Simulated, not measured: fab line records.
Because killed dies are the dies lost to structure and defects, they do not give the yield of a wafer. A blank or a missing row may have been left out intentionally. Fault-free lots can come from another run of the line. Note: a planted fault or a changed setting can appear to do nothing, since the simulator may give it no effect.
Matching of chambers | flow nand-harc | 4 sister chambers for NHARC_A_DECK1_JOINT_CMP_13 on cmp-01
The step polishes, target thk 51.023 nm. 16 wafers are shown with their chamber, then 8 later ones without.

## EACH WAFER AND ITS CHAMBER
wafer  | chamber | motor-current-A (A) | slurry-flow-ml-min | time-to-endpoint-s (s)
L076.3 | 2       | 11.5                | 149.6              | 10
L076.4 | 1       | 10.0                | 150.5              | 13
L076.5 | 3       | 12.7                | 150.6              | 13
L081.1 | 0       | 14.2                | 150.5              | 11
L081.5 | 3       | 12.6                | 150.7              | 11
L081.6 | 2       | 11.6                | 150.3              | 7
L083.1 | 3       | 12.2                | 150.2              | 13
L083.3 | 2       | 12.0                | 150.2              | 11
L083.5 | 3       | 12.5                | 150.2              | 12
L084.2 | 1       | 10.0                | 149.5              | 15
L084.5 | 2       | 11.5                | 150.1              | 15
L084.6 | 3       | 11.7                | 150.3              | 13
L086.2 | 3       | 12.2                | 150.4              | 11
L086.4 | 2       | 11.4                | 150.3              | 13
L086.5 | 1       | 10.1                | 149.9              | 12
L090.1 | 3       | 12.5                | 149.9              | 13

SIGNATURES (means of the wafers above)
reading            | chamber 0 | chamber 1 | chamber 2 | chamber 3 | scatter within a chamber
motor-current-A    | 14.200    | 10.033    | 11.600    | 12.343    | 0.277
slurry-flow-ml-min | 150.500   | 149.967   | 150.100   | 150.329   | 0.327
time-to-endpoint-s | 11.00     | 13.33     | 11.20     | 12.29     | 1.98
Rule: a wafer's distance from a chamber is the root of the sum, over the readings, of the square of ((its reading less the chamber's mean) divided by the reading's scatter). The wafer belongs to the nearest chamber; if the next one is less than 2 further off, it can't be placed. How the scatter is found: for the shown wafers, subtract from each reading the mean of its chamber, square and add these, divide the total by (wafers less chambers), then take the root.

## WAFERS WITHOUT THEIR CHAMBER
wafer  | motor-current-A (A) | slurry-flow-ml-min | time-to-endpoint-s (s)
L090.3 | 13.7                | 150.8              | 11
L090.5 | 11.5                | 150.1              | 13
L095.1 | 11.5                | 150.6              | 14
L095.4 | 13.8                | 149.8              | 11
L095.6 | 13.1                | 149.9              | 11
L097.2 | 10.0                | 149.1              | 14
L097.3 | 12.8                | 150.5              | 13
L097.4 | 13.5                | 150.2              | 13

## THE CHAMBER EACH PASSED THROUGH
wafer  | from the rows above     | in truth
L090.3 | 0                       | 0
L090.5 | 2                       | 2
L095.1 | can't be placed: 2 or 3 | 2
L095.4 | 0                       | 0
L095.6 | can't be placed: 3 or 0 | 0
L097.2 | 1                       | 1
L097.3 | 3                       | 3
L097.4 | can't be placed: 0 or 3 | 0
Placed correctly: 5 of 8. These rows do not allow placing 3 (true chamber among the candidates in 3). 0 placed wrongly.
